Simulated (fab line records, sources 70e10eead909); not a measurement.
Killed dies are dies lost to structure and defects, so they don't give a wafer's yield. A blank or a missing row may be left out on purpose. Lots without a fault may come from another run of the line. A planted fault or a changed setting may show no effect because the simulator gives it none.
Chamber matching | flow nand_harc | NHARC_A_STAIRCASE_DESCUM_291 on rie_diel-09: 4 sister chambers
The step chemistry O2, time 3 s. 14 wafers are shown with their chamber, then 7 later ones without.

WAFERS WITH THEIR CHAMBER
wafer  | chamber | drypump_motor_current_A (A) | showerhead_plenum_p_Torr (Torr) | oes_product_au (a.u.)
L074.1 | 1       | 4.7                         | 2.00                            | 0.992
L074.4 | 2       | 5.5                         | 1.92                            | 1.013
L074.6 | 3       | 5.7                         | 1.80                            | 1.001
L076.1 | 3       | 5.7                         | 1.80                            | 1.009
L076.3 | 1       | 4.8                         | 2.00                            | 0.998
L076.5 | 2       | 5.5                         | 1.92                            | 1.013
L080.1 | 1       | 4.7                         | 1.99                            | 0.998
L080.3 | 0       | 5.5                         | 1.87                            | 0.993
L080.5 | 1       | 4.8                         | 1.99                            | 1.000
L091.1 | 3       | 5.7                         | 1.79                            | 1.011
L091.2 | 2       | 5.5                         | 1.91                            | 1.009
L091.3 | 0       | 5.4                         | 1.87                            | 0.987
L093.2 | 1       | 4.7                         | 1.98                            | 0.996
L093.3 | 2       | 5.5                         | 1.90                            | 1.002

SIGNATURES (means of the wafers above)
reading                  | chamber 0 | chamber 1 | chamber 2 | chamber 3 | scatter within a chamber
drypump_motor_current_A  | 5.450     | 4.740     | 5.500     | 5.700     | 0.0412
showerhead_plenum_p_Torr | 1.8700    | 1.9920    | 1.9125    | 1.7967    | 0.00788
oes_product_au           | 0.99000   | 0.99680   | 1.00925   | 1.00700   | 0.00438
Rule: a wafer's distance from a chamber is the root of the sum, over the readings, of the square of ((its reading less the chamber's mean) divided by the reading's scatter). The wafer belongs to the nearest chamber; if the next one is less than 2 further off, it can't be placed. The scatter: the root of (the sum of the squares of (reading less its chamber's mean) over the shown wafers, divided by (wafers less chambers)).

WAFERS WITHOUT THEIR CHAMBER
wafer  | drypump_motor_current_A (A) | showerhead_plenum_p_Torr (Torr) | oes_product_au (a.u.)
L093.5 | 5.5                         | 1.86                            | 0.991
L095.2 | 5.5                         | 1.86                            | 0.991
L095.5 | 5.5                         | 1.86                            | 1.001
L095.6 | 5.5                         | 1.90                            | 1.003
L097.1 | 5.4                         | 1.86                            | 0.993
L097.2 | 5.5                         | 1.90                            | 1.008
L097.4 | 5.7                         | 1.79                            | 1.004

WHICH CHAMBER EACH WENT THROUGH
wafer  | from the rows above | in truth
L093.5 | 0                   | 0
L095.2 | 0                   | 0
L095.5 | 0                   | 0
L095.6 | 2                   | 2
L097.1 | 0                   | 0
L097.2 | 2                   | 2
L097.4 | 3                   | 3
Placed correctly: 7 of 7. Can't be placed from these rows: 0. Placed wrongly: 0.
